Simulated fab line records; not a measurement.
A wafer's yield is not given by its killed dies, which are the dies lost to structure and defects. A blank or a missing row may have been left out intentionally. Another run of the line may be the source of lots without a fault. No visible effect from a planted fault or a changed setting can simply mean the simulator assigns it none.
Which of the tools did it? | flow nand_harc | 12 lots with 36 wafers sampled at 5 steps, on a route of 1159 steps

== WHAT EACH GAUGE READ, for each wafer ==
NHARC_A_M1_THK_MEAS_24: measures by xrf. Usual: thk_nm 153.6 nm, standard deviation 1.8.
lot  | measured     | on            | thk_nm (nm)       | flag
L771 | day 18 07:26 | film_metro-02 | 155.4 154.8 158.9 |
L772 | day 18 11:10 | film_metro-01 | 154.9 156.7 154.1 |
L774 | day 18 12:32 | film_metro-02 | 155.0 152.5 152.3 |
L773 | day 18 13:46 | film_metro-02 | 154.7 154.4 152.8 |
L776 | day 19 07:57 | film_metro-02 | 153.4 154.2 155.8 |
L775 | day 19 11:38 | film_metro-01 | 153.0 149.9 153.2 |
L777 | day 19 12:38 | film_metro-01 | 152.5 151.1 153.0 |
L778 | day 19 15:13 | film_metro-01 | 151.9 152.9 153.1 |
L787 | day 22 13:37 | film_metro-01 | 154.2 153.4 153.7 |
L786 | day 22 13:46 | film_metro-02 | 152.2 149.8 152.1 |
L785 | day 22 16:13 | film_metro-01 | 153.5 154.0 153.5 |
L791 | day 22 23:11 | film_metro-01 | 153.7 154.1 152.8 |

NHARC_END_SORT_01. Usual: defect_limited_yield 95.0 %, standard deviation 1.6; killed_at_array 30, standard deviation 10; killed_at_other 0.5, standard deviation 0.82; killed_at_periphery 2.9, standard deviation 2; killed_dies 34, standard deviation 11; killed_open 3.2, standard deviation 1.8; killed_short 2.0, standard deviation 1.4; sort_bin_2_pct 1.5 %, standard deviation 0.68; sort_bin_3_pct 0.28 %, standard deviation 0.21; sort_bin_4_pct 3.1 %, standard deviation 0.97; sort_bin_6_pct 0.00 %, standard deviation 0.012; sort_n_pass 643, standard deviation 11; sort_rim_yield_pct 94.6 %, standard deviation 2.9; sort_yield_pct 95.0 %, standard deviation 1.6.
lot  | measured     | on        | defect_limited_yield (%) | killed_at_array | killed_at_other | killed_at_periphery | killed_dies | killed_open | killed_short | sort_bin_2_pct (%) | sort_bin_3_pct (%) | sort_bin_4_pct (%) | sort_bin_6_pct (%) | sort_n_pass | sort_rim_yield_pct (%) | sort_yield_pct (%) | flag
L771 | day 19 18:32 | prober-01 | 95.0 95.1 95.3           | 32 31 29        | 0 0 0           | 2 2 3               | 34 33 32    | 1 2 2       | 2 4 5        | 1.6 1.2 1.5        | 0.44 0.30 0        | 3.0 3.4 3.2        | 0 0 0              | 643 644 645 | 95.3 96.2 90.6         | 95.0 95.1 95.3     |
L772 | day 20 03:16 | prober-01 | 96.0 96.3 96.2           | 26 22 24        | 0 2 1           | 1 1 1               | 27 25 26    | 4 1 4       | 2 1 2        | 1.5 0.7 1.5        | 0.15 0.30 0        | 2.4 2.7 2.4        | 0 0 0              | 650 652 651 | 96.2 99.1 96.2         | 96.0 96.3 96.2     |
L773 | day 20 10:50 | prober-02 | 97.9 97.0 98.4           | 14 18 10        | 0 0 0           | 0 2 1               | 14 20 11    | 6 4 4       | 0 1 1        | 1.0 0.9 0.4        | 0 0.30 0           | 1.0 1.8 1.2        | 0 0 0              | 663 657 666 | 98.1 94.3 100.0        | 97.9 97.0 98.4     |
L775 | day 20 18:53 | prober-01 | 95.3 95.3 96.9           | 29 30 18        | 0 0 0           | 3 2 3               | 32 32 21    | 4 2 1       | 1 3 0        | 1.3 1.0 0.7        | 0.59 0.30 0        | 2.8 3.4 2.4        | 0 0 0              | 645 645 656 | 99.1 94.3 98.1         | 95.3 95.3 96.9     |
L787 | day 24 08:30 | prober-02 | 94.4 94.8 92.6           | 35 30 46        | 1 3 1           | 2 2 3               | 38 35 50    | 2 3 5       | 1 4 7        | 1.9 2.1 2.5        | 0.30 0.44 0.44     | 3.4 2.7 4.4        | 0 0 0              | 639 642 627 | 95.3 93.4 94.3         | 94.4 94.8 92.6     |
L791 | day 24 22:11 | prober-01 | 95.4 97.2 95.1           | 29 15 28        | 1 1 0           | 1 3 5               | 31 19 33    | 4 3 1       | 4 1 1        | 1.6 0.7 1.5        | 0.15 0.15 0.15     | 2.8 1.9 3.2        | 0 0 0              | 646 658 644 | 97.2 99.1 97.2         | 95.4 97.2 95.1     |

== TOOL THAT RAN EACH LOT (tool first, then ch and the chambers of the sampled wafers, then the start) ==
lot  | NHARC_A_M1_PVD_20                       | NHARC_A_BONDPAD_CMP_29        | NHARC_A_BONDPAD_ETCH_24
L771 | pvd_sputter-03, day 18 07:26 or earlier | cmp-03 ch 0,2,3, day 18 09:11 | rie_diel-07 ch 1,2,3, day 18 10:54
L772 | pvd_sputter-01, day 18 11:10 or earlier | cmp-01 ch 1,2,3, day 18 12:29 | rie_diel-07 ch 0,1, day 18 14:01
L774 | pvd_sputter-03, day 18 12:32 or earlier | cmp-03 ch 2,3, day 18 14:30   | rie_diel-10 ch 1,3, day 18 16:06
L773 | pvd_sputter-02, day 18 13:46 or earlier | cmp-01 ch 1,2,3, day 18 15:14 | rie_diel-07 ch 0,2, day 18 16:52
L776 | pvd_sputter-02, day 19 07:57 or earlier | cmp-01 ch 1,2,3, day 19 09:29 | rie_diel-07 ch 0,2,3, day 19 11:02
L775 | pvd_sputter-01, day 19 11:38 or earlier | cmp-04 ch 1,2,3, day 19 12:59 | rie_diel-06 ch 2,3, day 19 14:31
L777 | pvd_sputter-03, day 19 12:38 or earlier | cmp-04 ch 0,2,3, day 19 13:57 | rie_diel-06 ch 0,1, day 19 15:32
L778 | pvd_sputter-02, day 19 15:13 or earlier | cmp-03 ch 0,1,2, day 19 16:31 | rie_diel-06 ch 0,2,3, day 19 18:05
L787 | pvd_sputter-02, day 22 13:37 or earlier | cmp-03 ch 0,1,3, day 22 15:10 | rie_diel-10 ch 1,2,3, day 22 16:59
L786 | pvd_sputter-03, day 22 13:46 or earlier | cmp-01 ch 0,1, day 22 15:46   | rie_diel-06 ch 0,1, day 22 17:23
L785 | pvd_sputter-03, day 22 16:13 or earlier | cmp-03 ch 0,1,2, day 22 18:27 | rie_diel-06 ch 0,2,3, day 22 20:04
L791 | pvd_sputter-03, day 22 23:11 or earlier | cmp-03 ch 1,2,3, day 23 00:29 | rie_diel-07 ch 0,2,3, day 23 02:01
- NHARC_A_M1_PVD_20: deposits TaN, target thk 5 nm, time 8.06 s.
- NHARC_A_BONDPAD_CMP_29: polishes SiCN, target thk 200 nm.
- NHARC_A_BONDPAD_ETCH_24: etches the open film in CF4/N2, target depth 30 nm, time 72.99 s.

== WHAT THE TOOLS THEMSELVES READ (means of the sampled wafers that have a number; where no wafer has one, the mark that the record gives instead) ==
NHARC_A_M1_PVD_20. Usual: substrate_temp_c 49.99 C, standard deviation 0.12; throttle_valve_pct 29.6 %, standard deviation 1.3.
lot  | tool           | substrate_temp_c (C) | throttle_valve_pct (%) | flag
L771 | pvd_sputter-03 | 49.90                | 30.1                   |
L772 | pvd_sputter-01 | 49.96                | 28.3                   |
L774 | pvd_sputter-03 | 49.83                | 29.3                   |
L773 | pvd_sputter-02 | 50.09                | 28.9                   |
L776 | pvd_sputter-02 | 50.05                | 29.7                   |
L775 | pvd_sputter-01 | 50.05                | 29.8                   |
L777 | pvd_sputter-03 | 50.04                | 29.8                   |
L778 | pvd_sputter-02 | 50.00                | 30.4                   |
L787 | pvd_sputter-02 | 50.13                | 28.2                   |
L786 | pvd_sputter-03 | 49.95                | 28.8                   |
L785 | pvd_sputter-03 | 49.92                | 29.6                   |
L791 | pvd_sputter-03 | 50.12                | 29.1                   |

NHARC_A_BONDPAD_CMP_29. Usual: motor_current_A 12.0 A, standard deviation 1.2.
lot  | tool   | motor_current_A (A) | flag
L771 | cmp-03 | 11.2                |
L772 | cmp-01 | 10.9                |
L774 | cmp-03 | 11.2                |
L773 | cmp-01 | 11.1                |
L776 | cmp-01 | 11.3                |
L775 | cmp-04 | 13.3                |
L777 | cmp-04 | 13.1                |
L778 | cmp-03 | 11.5                |
L787 | cmp-03 | 11.3                |
L786 | cmp-01 | 10.9                |
L785 | cmp-03 | 11.6                |
L791 | cmp-03 | 11.5                |

NHARC_A_BONDPAD_ETCH_24. Usual: drypump_motor_current_A 5.6 A, standard deviation 0.44; oes_product_au 1.007 a.u., standard deviation 0.01; rf_vpp_V 314.9 V, standard deviation 1.8; showerhead_plenum_p_Torr 2.68 Torr, standard deviation 0.087; throttle_valve_pct 19.795 %, standard deviation 0.0091.
lot  | tool        | drypump_motor_current_A (A) | oes_product_au (a.u.) | rf_vpp_V (V) | showerhead_plenum_p_Torr (Torr) | throttle_valve_pct (%) | flag
L771 | rie_diel-07 | 5.9                         | 1.002                 | 312.7        | 2.56                            | 19.793                 |
L772 | rie_diel-07 | 6.3                         | 0.992                 | 315.0        | 2.68                            | 19.793                 |
L774 | rie_diel-10 | 5.5                         | 1.008                 | 315.4        | 2.69                            | 19.800                 |
L773 | rie_diel-07 | 5.8                         | 1.010                 | 312.6        | 2.55                            | 19.787                 |
L776 | rie_diel-07 | 5.9                         | 1.007                 | 313.6        | 2.61                            | 19.802                 |
L775 | rie_diel-06 | 5.6                         | 1.008                 | 316.3        | 2.76                            | 19.794                 |
L777 | rie_diel-06 | 5.1                         | 0.994                 | 315.1        | 2.66                            | 19.799                 |
L778 | rie_diel-06 | 5.4                         | 1.008                 | 315.7        | 2.71                            | 19.801                 |
L787 | rie_diel-10 | 5.8                         | 1.007                 | 315.6        | 2.73                            | 19.798                 |
L786 | rie_diel-06 | 5.1                         | 0.962                 | 314.6        | 2.66                            | 19.783                 | OFF
L785 | rie_diel-06 | 5.5                         | 0.970                 | 315.3        | 2.71                            | 19.795                 | OFF
L791 | rie_diel-07 | 5.9                         | 1.004                 | 314.1        | 2.61                            | 19.795                 |

== THE ANSWER, worked out from the rows above alone ==
Rule: take the mean of a lot's wafers that have a number; if it is more than 3 standard deviations from the usual mean, the lot is off. A lot without any number at a reading at which 4 lots or more have one is off too. Any other lot the step has rows for is counted as sound. Order of review: gauges by route order, followed by the tools' own readings, for which a lot's mean as printed above is used. The first step at which some lot is off is used, and at that step the reading that is off furthest; a lot without a number counts as furthest.
Off at NHARC_A_BONDPAD_ETCH_24 (oes_product_au): L786, L785.
If a tool, at that step or one of the process steps before it, ran each lot that is off and ran no sound lot following the first of them, it fits. With no start given for some of its lots, NHARC_A_M1_PVD_20 uses the hours and lot order of NHARC_A_M1_THK_MEAS_24. One fits: rie_diel-06 at NHARC_A_BONDPAD_ETCH_24. Its last sound lot is L778 (day 19 18:05), its first lot that is off L786 (day 22 17:23): a fault that began between those two fits.
On the lots that are off, the tool's own readings at NHARC_A_BONDPAD_ETCH_24 differ by more than 5 times the standard deviation of the sound lots' means, which bears it out; oes_product_au reads 0.966 a.u. there versus 1.004 a.u. on the sound lots.

== WHAT HAD BEEN PUT IN BY THE SIMULATOR ==
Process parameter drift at NHARC_A_BONDPAD_ETCH_24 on rie_diel-06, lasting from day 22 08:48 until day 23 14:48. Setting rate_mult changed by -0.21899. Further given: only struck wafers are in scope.
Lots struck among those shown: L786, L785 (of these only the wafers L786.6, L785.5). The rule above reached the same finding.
